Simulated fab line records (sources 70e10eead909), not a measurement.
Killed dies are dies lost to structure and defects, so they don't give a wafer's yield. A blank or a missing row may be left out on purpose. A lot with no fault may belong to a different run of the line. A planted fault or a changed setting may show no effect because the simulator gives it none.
Chamber matching / flow nand_harc / NHARC_A_CHANNEL_HOLE_D1_ETCH_38 on rie_diel-09: 4 sister chambers
The step etches the open film in CF4, target depth 39 nm, time 65 s. 8 wafers are shown with their chamber, then 9 later ones without.

EACH WAFER AND ITS CHAMBER
wafer=L100.5; chamber=2; drypump_motor_current_A (A)=6.0; oes_product_au (a.u.)=0.997
wafer=L102.2; chamber=1; drypump_motor_current_A (A)=6.1; oes_product_au (a.u.)=0.996
wafer=L103.1; chamber=3; drypump_motor_current_A (A)=5.5; oes_product_au (a.u.)=1.004
wafer=L103.2; chamber=0; drypump_motor_current_A (A)=6.4; oes_product_au (a.u.)=1.015
wafer=L103.4; chamber=2; drypump_motor_current_A (A)=6.0; oes_product_au (a.u.)=0.997
wafer=L108.1; chamber=3; drypump_motor_current_A (A)=5.6; oes_product_au (a.u.)=1.010
wafer=L108.5; chamber=1; drypump_motor_current_A (A)=6.1; oes_product_au (a.u.)=1.007
wafer=L108.6; chamber=0; drypump_motor_current_A (A)=6.4; oes_product_au (a.u.)=1.000

WAFERS MISSING THEIR CHAMBER
wafer=L115.1; drypump_motor_current_A (A)=6.0; oes_product_au (a.u.)=0.993
wafer=L115.2; drypump_motor_current_A (A)=5.6; oes_product_au (a.u.)=0.998
wafer=L115.5; drypump_motor_current_A (A)=5.5; oes_product_au (a.u.)=0.986
wafer=L116.3; drypump_motor_current_A (A)=6.1; oes_product_au (a.u.)=0.996
wafer=L116.4; drypump_motor_current_A (A)=5.5; oes_product_au (a.u.)=0.985
wafer=L116.6; drypump_motor_current_A (A)=5.5; oes_product_au (a.u.)=0.989
wafer=L118.2; drypump_motor_current_A (A)=6.0; oes_product_au (a.u.)=0.981
wafer=L118.5; drypump_motor_current_A (A)=6.1; oes_product_au (a.u.)=1.008
wafer=L118.6; drypump_motor_current_A (A)=6.1; oes_product_au (a.u.)=0.992

WHICH CHAMBER EACH ONE RAN IN
wafer=L115.1; from the rows above=2; in truth=2
wafer=L115.2; from the rows above=3; in truth=3
wafer=L115.5; from the rows above=3; in truth=3
wafer=L116.3; from the rows above=1; in truth=1
wafer=L116.4; from the rows above=3; in truth=3
wafer=L116.6; from the rows above=3; in truth=3
wafer=L118.2; from the rows above=can't be placed: 2 or 1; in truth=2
wafer=L118.5; from the rows above=1; in truth=1
wafer=L118.6; from the rows above=can't be placed: 1 or 2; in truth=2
Placed correctly: 7 of 9. From these rows, 2 cannot be placed; in 2 the true chamber is one of the candidates. Wrongly placed: 0.
How it was worked out, from the rows above alone: a wafer's distance from a chamber is the root of the sum, over the readings, of the square of ((its reading less the chamber's mean) divided by the reading's scatter). If the next closest chamber is less than 2 further off than the closest, the wafer can't be placed; otherwise it belongs to the closest. The mean given for a chamber averages the wafers shown for that chamber. The scatter: the root of (the sum of the squares of (reading less its chamber's mean) over the shown wafers, divided by (wafers less chambers)).
